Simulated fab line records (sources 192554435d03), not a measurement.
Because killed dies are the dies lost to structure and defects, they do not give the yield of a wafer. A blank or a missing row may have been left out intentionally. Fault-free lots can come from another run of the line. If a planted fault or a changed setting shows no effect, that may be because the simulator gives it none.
Split-lot study ; flow n5 finfet ; route with 1938 steps; 7 lots, 21 wafers read

## ABOUT THE SPLIT
At N5_HKMG_FIN_EXPOSE_09 (exposes mask NWFM), the setting dose mj was moved away from the recipe's 39.25 on 10 of the 21 wafers read, by -7.2% to +7.3%. All remaining wafers had this setting at the recipe value.

## FROM THE SPLIT TO THE READING: what the file shows between them, 2 steps
- N5_HKMG_FIN_PEB_10: peb time 60 s
- N5_HKMG_FIN_DEVELOP_11: develop time 30 s

## THE READING
cd nm, in nm, at N5_HKMG_FIN_CD_MEAS_12 (target cd 92.8 nm). Fault-free wafers of this fab line usually give 92.6 nm, standard deviation 0.46 nm.

wafer;tool, chamber at the split;dose mj as run;against the recipe;cd nm, nm;against lot-mates on the recipe
L074.3;arfi scanner-03, 0;39.25;recipe;92.8;-
L074.4;arfi scanner-03, 0;39.25;recipe;93.0;-
L074.5;arfi scanner-03, 0;39.25;recipe;93.0;-
L075.1;arfi scanner-02, 0;39.25;recipe;91.8;-
L075.2;arfi scanner-02, 0;42.1;+7.3%;97.3;+5.5
L075.3;arfi scanner-02, 0;42.1;+7.3%;97.3;+5.5
L082.2;arfi scanner-01, 0;41.3;+5.2%;95.8;+3.0
L082.4;arfi scanner-01, 0;39.25;recipe;92.8;-
L082.6;arfi scanner-01, 0;41.3;+5.2%;96.2;+3.4
L089.1;arfi scanner-01, 0;39.25;recipe;92.7;-
L089.3;arfi scanner-01, 0;39.25;recipe;93.4;-
L089.4;arfi scanner-01, 0;39.25;recipe;92.4;-
L093.3;arfi scanner-02, 0;39.25;recipe;93.5;-
L093.4;arfi scanner-02, 0;40.43;+3.0%;94.8;+1.3
L093.6;arfi scanner-02, 0;40.43;+3.0%;94.9;+1.4
L094.2;arfi scanner-02, 0;39.25;recipe;92.6;-
L094.3;arfi scanner-02, 0;36.43;-7.2%;87.8;-4.8
L094.4;arfi scanner-02, 0;36.43;-7.2%;87.6;-5.0
L096.2;arfi scanner-02, 0;41.95;+6.9%;97.0;+4.5
L096.4;arfi scanner-02, 0;41.95;+6.9%;96.9;+4.4
L096.5;arfi scanner-02, 0;39.25;recipe;92.5;-

THE FIT
A straight line over all 21 wafers: cd nm changes by +0.652 nm for each +1% of dose mj; r = +0.99; the points scatter about the line by 0.39 nm.
The same after taking each lot's own level away (the mean of its wafers on the recipe; 21 wafers): +0.678 nm for each +1%; r = +0.99; scatter 0.36 nm.
On that fit, the largest move of dose mj shifts the reading by 4.9 nm.
Measured against the standard deviation above, the lots' own levels, which go from 91.80 to 93.50 nm, span 3.7 times it.
The two slopes are in agreement: the lot-to-lot level therefore moves the slope only a little.
Check: with one of the wafers moved furthest among these (+7.3%) left out of the fit, the line predicts +4.75 nm for it against its lot-mates. Against them it came out at +5.5 nm.

## OTHER SPLITS ON THESE WAFERS
Before the reading, these wafers also passed through other splits. Each is held against what the fit with the lots' levels taken away leaves over:
other split on the same wafers;wafers away from the commonest value;r with cd nm (lot level and that fit taken away)
N5_SD_EPI_N_PRECLEAN_49 temp c;7;+0.01
N5_ILD0_CMP_03 down force psi;9;-0.02
N5_SDB_COAT_05 spin rpm;5;-0.34
N5_HKMG_FIN_ETCH_55 bias w;3;+0.05

## THE FILE'S OWN FIT
cd nm changes by +0.678 nm for each +1% of dose mj, r = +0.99.
